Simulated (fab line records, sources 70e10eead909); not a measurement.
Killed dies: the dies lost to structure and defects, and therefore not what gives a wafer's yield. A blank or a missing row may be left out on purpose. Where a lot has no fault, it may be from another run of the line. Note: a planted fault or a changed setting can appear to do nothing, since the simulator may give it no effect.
Matching of chambers || flow nand_harc || 4 sister chambers for NHARC_A_CONTACT_ETCH_102 on rie_diel-02
The step etches the open film in CF4/O2, target depth 70 nm, overetch 7 nm, time 38.5 s. 24 wafers are shown with their chamber, then 12 later ones without.

## WAFERS PAIRED WITH THEIR CHAMBERS
{"wafer": "L074.2", "chamber": 2, "rf_vpp_V (V)": 195.4, "rf_fwd_power_W (W)": 297.5, "oes_product_au (a.u.)": 1.003}
{"wafer": "L074.4", "chamber": 0, "rf_vpp_V (V)": 199.0, "rf_fwd_power_W (W)": 299.1, "oes_product_au (a.u.)": 0.997}
{"wafer": "L074.6", "chamber": 1, "rf_vpp_V (V)": 199.7, "rf_fwd_power_W (W)": 295.2, "oes_product_au (a.u.)": 0.996}
{"wafer": "L075.1", "chamber": 2, "rf_vpp_V (V)": 195.1, "rf_fwd_power_W (W)": 298.2, "oes_product_au (a.u.)": 0.992}
{"wafer": "L075.3", "chamber": 0, "rf_vpp_V (V)": 199.6, "rf_fwd_power_W (W)": 297.8, "oes_product_au (a.u.)": 0.999}
{"wafer": "L075.6", "chamber": 0, "rf_vpp_V (V)": 199.0, "rf_fwd_power_W (W)": 297.5, "oes_product_au (a.u.)": 1.007}
{"wafer": "L076.2", "chamber": 3, "rf_vpp_V (V)": 200.0, "rf_fwd_power_W (W)": 296.1, "oes_product_au (a.u.)": 0.981}
{"wafer": "L076.3", "chamber": 0, "rf_vpp_V (V)": 198.7, "rf_fwd_power_W (W)": 299.1, "oes_product_au (a.u.)": 0.999}
{"wafer": "L076.5", "chamber": 0, "rf_vpp_V (V)": 199.5, "rf_fwd_power_W (W)": 298.6, "oes_product_au (a.u.)": 0.997}
{"wafer": "L077.1", "chamber": 3, "rf_vpp_V (V)": 198.5, "rf_fwd_power_W (W)": 293.9, "oes_product_au (a.u.)": 0.994}
{"wafer": "L077.3", "chamber": 2, "rf_vpp_V (V)": 194.1, "rf_fwd_power_W (W)": 296.4, "oes_product_au (a.u.)": 0.992}
{"wafer": "L077.5", "chamber": 1, "rf_vpp_V (V)": 198.7, "rf_fwd_power_W (W)": 294.6, "oes_product_au (a.u.)": 0.991}
{"wafer": "L079.1", "chamber": 1, "rf_vpp_V (V)": 198.2, "rf_fwd_power_W (W)": 293.9, "oes_product_au (a.u.)": 0.980}
{"wafer": "L079.2", "chamber": 2, "rf_vpp_V (V)": 194.5, "rf_fwd_power_W (W)": 296.8, "oes_product_au (a.u.)": 0.997}
{"wafer": "L079.3", "chamber": 0, "rf_vpp_V (V)": 199.2, "rf_fwd_power_W (W)": 298.7, "oes_product_au (a.u.)": 0.998}
{"wafer": "L080.1", "chamber": 0, "rf_vpp_V (V)": 198.6, "rf_fwd_power_W (W)": 297.0, "oes_product_au (a.u.)": 0.994}
{"wafer": "L080.5", "chamber": 1, "rf_vpp_V (V)": 198.6, "rf_fwd_power_W (W)": 294.8, "oes_product_au (a.u.)": 0.989}
{"wafer": "L080.6", "chamber": 2, "rf_vpp_V (V)": 194.1, "rf_fwd_power_W (W)": 296.6, "oes_product_au (a.u.)": 1.012}
{"wafer": "L082.3", "chamber": 1, "rf_vpp_V (V)": 199.3, "rf_fwd_power_W (W)": 294.6, "oes_product_au (a.u.)": 0.985}
{"wafer": "L082.4", "chamber": 2, "rf_vpp_V (V)": 196.2, "rf_fwd_power_W (W)": 297.6, "oes_product_au (a.u.)": 0.990}
{"wafer": "L082.6", "chamber": 3, "rf_vpp_V (V)": 199.6, "rf_fwd_power_W (W)": 296.0, "oes_product_au (a.u.)": 0.992}
{"wafer": "L086.1", "chamber": 3, "rf_vpp_V (V)": 198.9, "rf_fwd_power_W (W)": 295.8, "oes_product_au (a.u.)": 0.997}
{"wafer": "L086.3", "chamber": 1, "rf_vpp_V (V)": 197.1, "rf_fwd_power_W (W)": 293.4, "oes_product_au (a.u.)": 0.997}
{"wafer": "L086.5", "chamber": 0, "rf_vpp_V (V)": 198.4, "rf_fwd_power_W (W)": 297.4, "oes_product_au (a.u.)": 0.989}

SIGNATURES, as means of the wafers listed above
{"reading": "rf_vpp_V", "chamber 0": 199.000, "chamber 1": 198.600, "chamber 2": 194.900, "chamber 3": 199.250, "scatter within a chamber": 0.713}
{"reading": "rf_fwd_power_W", "chamber 0": 298.150, "chamber 1": 294.417, "chamber 2": 297.183, "chamber 3": 295.450, "scatter within a chamber": 0.791}
{"reading": "oes_product_au", "chamber 0": 0.99750, "chamber 1": 0.98967, "chamber 2": 0.99767, "chamber 3": 0.99100, "scatter within a chamber": 0.00669}
Rule: for a wafer and a chamber, the distance is found by dividing, reading by reading, the gap between the wafer's reading and the chamber's mean by the reading's scatter, squaring, summing and taking the root. If the next closest chamber is less than 2 further off than the closest, the wafer can't be placed; otherwise it belongs to the closest. The scatter: take each reading less its chamber's mean, square it, sum over the shown wafers, divide by the number of wafers less the number of chambers, and take the root.

## WAFERS MISSING THEIR CHAMBER
{"wafer": "L089.3", "rf_vpp_V (V)": 197.9, "rf_fwd_power_W (W)": 296.5, "oes_product_au (a.u.)": 1.003}
{"wafer": "L089.4", "rf_vpp_V (V)": 196.7, "rf_fwd_power_W (W)": 292.6, "oes_product_au (a.u.)": 0.995}
{"wafer": "L089.5", "rf_vpp_V (V)": 199.9, "rf_fwd_power_W (W)": 296.3, "oes_product_au (a.u.)": 0.988}
{"wafer": "L088.1", "rf_vpp_V (V)": 198.6, "rf_fwd_power_W (W)": 294.6, "oes_product_au (a.u.)": 1.001}
{"wafer": "L088.3", "rf_vpp_V (V)": 198.3, "rf_fwd_power_W (W)": 296.7, "oes_product_au (a.u.)": 0.994}
{"wafer": "L088.6", "rf_vpp_V (V)": 199.1, "rf_fwd_power_W (W)": 294.1, "oes_product_au (a.u.)": 1.001}
{"wafer": "L090.1", "rf_vpp_V (V)": 194.8, "rf_fwd_power_W (W)": 296.8, "oes_product_au (a.u.)": 0.989}
{"wafer": "L090.2", "rf_vpp_V (V)": 199.6, "rf_fwd_power_W (W)": 295.1, "oes_product_au (a.u.)": 0.988}
{"wafer": "L090.3", "rf_vpp_V (V)": 197.5, "rf_fwd_power_W (W)": 294.7, "oes_product_au (a.u.)": 0.995}
{"wafer": "L091.4", "rf_vpp_V (V)": 198.5, "rf_fwd_power_W (W)": 295.4, "oes_product_au (a.u.)": 0.988}
{"wafer": "L091.5", "rf_vpp_V (V)": 199.0, "rf_fwd_power_W (W)": 294.9, "oes_product_au (a.u.)": 0.989}
{"wafer": "L091.6", "rf_vpp_V (V)": 197.5, "rf_fwd_power_W (W)": 297.3, "oes_product_au (a.u.)": 1.003}

## CHAMBER TAKEN BY EACH
{"wafer": "L089.3", "from the rows above": "can't be placed: 0 or 3 or 1 or 2", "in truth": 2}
{"wafer": "L089.4", "from the rows above": "can't be placed: 1 or 3", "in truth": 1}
{"wafer": "L089.5", "from the rows above": "can't be placed: 3 or 1 or 0", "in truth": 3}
{"wafer": "L088.1", "from the rows above": "can't be placed: 1 or 3", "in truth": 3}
{"wafer": "L088.3", "from the rows above": "can't be placed: 3 or 0 or 1", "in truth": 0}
{"wafer": "L088.6", "from the rows above": "can't be placed: 1 or 3", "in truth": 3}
{"wafer": "L090.1", "from the rows above": 2, "in truth": 2}
{"wafer": "L090.2", "from the rows above": "can't be placed: 3 or 1", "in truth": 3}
{"wafer": "L090.3", "from the rows above": "can't be placed: 1 or 3", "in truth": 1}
{"wafer": "L091.4", "from the rows above": "can't be placed: 3 or 1", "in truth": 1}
{"wafer": "L091.5", "from the rows above": "can't be placed: 3 or 1", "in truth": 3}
{"wafer": "L091.6", "from the rows above": "can't be placed: 0 or 2 or 3 or 1", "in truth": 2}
Correctly placed: 1 of 12. Can't be placed from these rows: 11 (the true chamber is among the candidates in 11). 0 placed wrongly.
